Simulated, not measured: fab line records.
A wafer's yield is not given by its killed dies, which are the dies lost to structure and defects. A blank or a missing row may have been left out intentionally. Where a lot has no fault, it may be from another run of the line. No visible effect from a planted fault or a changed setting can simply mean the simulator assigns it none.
Comparing a struck lot with a sound one || flow n5 finfet || 17 steps out of a route of 1938
Sound: the wafers L980.1, L980.4, L980.6. Struck: wafer L983.4 (left out: L983.5, a lot-mate that was not struck); the cause follows at the end.
For every step that has rows: the tool of each side, followed by ch and its chambers, followed by its first start. Under that, the readings that differ: sound wafers || struck wafers || difference of the means || sigmas: that difference in standard deviations of wafers without a fault.
alike: readings with means less than 2 such deviations apart, plus words and numbers identical on both sides. not compared: withheld readings, readings lacking a value on some wafer, bounds such as >300 that could conceal the same value, and numbers that have no deviation in the record and whose values overlap.
The two part at a step that has a row with sigmas, a row that says differs or no value, or rows on one side only. Numbers that don't overlap but have no deviation are shown without sigmas and don't part them. A reading that every wafer of one side lacks parts them only if that side has two wafers or more.

first, 4 steps without rows for these wafers: N5_BEOL_M7_HM_STRIP_39 (strips TiN in peroxide tin strip, target depth 25 nm, time 158 s); N5_BEOL_M7_SRD_40 (time 30 s); N5_BEOL_M7_PRECLEAN_42 (cleans in residue remover, time 60 s); N5_BEOL_M7_SRD_43 (time 30 s).
N5_BEOL_M7_CD_MEAS_35: the cd target is 40 nm.
  struck on cd sem-01, day 9 23:11; sound on cd sem-01, day 9 09:31
{"reading": "cd nm (nm)", "sound": "39.2 39.4 40.7", "struck": 38.4, "difference": -1.4, "sigmas": -2}
then, 1 step without rows for these wafers: N5_BEOL_M7_CURE_75 (cures SiCOH lowk, time 120 s).
N5_BEOL_M7_DEGAS_44: time 60 s.
  struck on pvd sputter-01, day 9 23:41; sound on pvd sputter-02, day 9 09:58
  alike: heater power w
N5_BEOL_M7_PRE_CLEAN_45: time 30 s.
  struck on pvd sputter-01, day 9 23:43; sound on pvd sputter-02, day 9 10:01
  alike: heater power w
N5_BEOL_M7_ALD_77: deposits TaN, target thk 2 nm, pulse time 2 s, purge time 3 s.
  sound on ald metal-02 ch 2,3, day 9 10:04; struck on ald metal-03 ch 0, day 9 23:48
  alike: chamber pressure Torr, heater power w, precursor vessel temp c
N5_BEOL_M7_SURFACE_TREAT_79:
  struck on pvd sputter-01, day 10 00:07; sound on pvd sputter-02, day 9 10:32
  not compared: throttle valve pct
then, 1 step without rows for these wafers: N5_BEOL_M7_CVD_78 (deposits Co from CCTBA/H2, target thk 2 nm, time 142.3 s).
N5_BEOL_M7_SPUTTER_48: material Cu, target thk 10 nm, time 1.667 s.
  struck on pvd sputter-01, day 10 00:24; sound on pvd sputter-01, day 9 10:47
  alike: bias v, substrate temp c, throttle valve pct
N5_BEOL_M7_ECD_50: material Cu, target thk 300 nm.
  sound on ecd cu-02 ch 0, day 9 10:54; struck on ecd cu-02 ch 1, day 10 00:32
{"reading": "model.Cu_of_BEOL_M7_ECD_50.thk nm (nm)", "sound": "300 299 297.4", "struck": 412.2, "difference": "+113.4", "sigmas": ""}
then, 1 step without rows for these wafers: N5_BEOL_M7_ANNEAL_51 (time 90 s).
N5_BEOL_M7_CMP_52: polishes, stops on SiCOH lowk, t overpolish 6.9 s, target thk 80 nm.
  sound on cmp-03 ch 0,1,3, day 9 11:22; struck on cmp-02 ch 1, day 10 01:08
{"reading": "time to endpoint s (s)", "sound": "66 62 62", "struck": 88, "difference": "+25", "sigmas": "+7"}
  alike: motor current A, retaining ring pressure frac
N5_BEOL_M7_THK_MEAS_53: measures by xrf.
  struck on film metro-01, day 10 01:26; sound on film metro-02, day 9 11:37
  alike: M7_THK
N5_PASSIVATION_PROBE_49:
  rows exist in the record for the sound wafers here (prober-01, day 12 18:16), none for the struck ones

WHERE THEY PART
At N5_BEOL_M7_CD_MEAS_35 first; at N5_PASSIVATION_PROBE_49 last (within this record only).

WHY: what had been put in by the simulator
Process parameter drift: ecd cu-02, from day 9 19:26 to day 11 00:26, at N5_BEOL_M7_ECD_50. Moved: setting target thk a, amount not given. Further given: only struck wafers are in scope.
